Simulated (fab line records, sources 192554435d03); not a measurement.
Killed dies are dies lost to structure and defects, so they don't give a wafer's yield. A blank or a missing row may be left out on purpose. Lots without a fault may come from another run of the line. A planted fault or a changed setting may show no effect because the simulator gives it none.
Chamber matching | flow n5_finfet | N5_HKMG_FIN_ALD_91 on ald_metal-03: 4 sister chambers
The step deposits TiN, target thk 1 nm, pulse time 1 s, purge time 3 s. 4 wafers are shown with their chamber, then 12 later ones without.

WAFERS WITH THEIR CHAMBER
wafer  | chamber | heater_power_w (W)
L086.5 | 3       | 888
L087.5 | 0       | 995
L088.3 | 1       | 775
L088.6 | 2       | 974

WAFERS WITHOUT THEIR CHAMBER
wafer  | heater_power_w (W)
L093.2 | 784
L093.4 | 970
L093.5 | 892
L094.2 | 969
L094.4 | 771
L094.6 | 973
L096.2 | 865
L096.4 | 773
L096.6 | 987
L097.4 | 790
L097.5 | 995
L097.6 | 885

WHICH CHAMBER EACH WENT THROUGH
wafer  | from the rows above     | in truth
L093.2 | 1                       | 1
L093.4 | 2                       | 2
L093.5 | 3                       | 3
L094.2 | 2                       | 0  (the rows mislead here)
L094.4 | 1                       | 1
L094.6 | 2                       | 2
L096.2 | 3                       | 3
L096.4 | 1                       | 1
L096.6 | can't be placed: 0 or 2 | 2
L097.4 | 1                       | 1
L097.5 | 0                       | 0
L097.6 | 3                       | 3
Placed correctly: 10 of 12. Can't be placed from these rows: 1 (the true chamber is among the candidates in 1). Placed wrongly: 1.
How it was worked out, from the rows above alone: a wafer's distance from a chamber is the root of the sum, over the readings, of the square of ((its reading less the chamber's mean) divided by the reading's scatter). The wafer belongs to the nearest chamber; if the next one is less than 2 further off, it can't be placed. A chamber's mean is the mean of its shown wafers. The scatter: with one shown wafer a chamber, the root of the mean of the squares of how far each hidden wafer lies from its nearest shown one.
